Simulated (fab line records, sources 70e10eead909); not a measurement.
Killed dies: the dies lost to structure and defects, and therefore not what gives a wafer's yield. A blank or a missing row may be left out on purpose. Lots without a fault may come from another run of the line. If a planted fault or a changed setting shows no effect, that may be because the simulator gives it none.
Matching of chambers + flow nand-harc + NHARC_A_ONON_D2_DEP_33 on pecvd-04 has 3 sister chambers
The step deposits SiO2, target thk 200 nm. 3 wafers are shown with their chamber, then 9 later ones without.

## WAFERS, EACH WITH ITS CHAMBER
| wafer  | chamber | throttle-valve-pct (%) |
|--------|---------|------------------------|
| L820.4 | 1       | 16.1                   |
| L829.3 | 2       | 15.3                   |
| L829.6 | 0       | 16.5                   |

## WAFERS WHOSE CHAMBER IS MISSING
| wafer  | throttle-valve-pct (%) |
|--------|------------------------|
| L832.3 | 15.2                   |
| L832.5 | 16.6                   |
| L832.6 | 15.5                   |
| L830.1 | 15.7                   |
| L830.3 | 16.5                   |
| L830.4 | 16.7                   |
| L833.1 | 15.4                   |
| L833.3 | 16.6                   |
| L833.4 | 15.2                   |

## THE CHAMBER EACH PASSED THROUGH
| wafer  | from the rows above     | in truth                   |
|--------|-------------------------|----------------------------|
| L832.3 | 2                       | 2                          |
| L832.5 | 0                       | 0                          |
| L832.6 | 2                       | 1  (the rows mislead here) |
| L830.1 | can't be placed: 2 or 1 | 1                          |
| L830.3 | 0                       | 0                          |
| L830.4 | 0                       | 0                          |
| L833.1 | 2                       | 2                          |
| L833.3 | 0                       | 0                          |
| L833.4 | 2                       | 2                          |
Placed correctly: 7 of 9. Unplaceable from these rows: 1, with the true chamber sitting among the candidates in 1. Wrongly placed: 1.
How it was worked out, from the rows above alone: a wafer's distance from a chamber is the root of the sum, over the readings, of the square of ((its reading less the chamber's mean) divided by the reading's scatter). If the next closest chamber is less than 2 further off than the closest, the wafer can't be placed; otherwise it belongs to the closest. For every chamber, the mean is computed from those of its wafers that are shown. The scatter: root of mean squared gap, hidden wafer to nearest shown wafer, with one shown wafer a chamber.
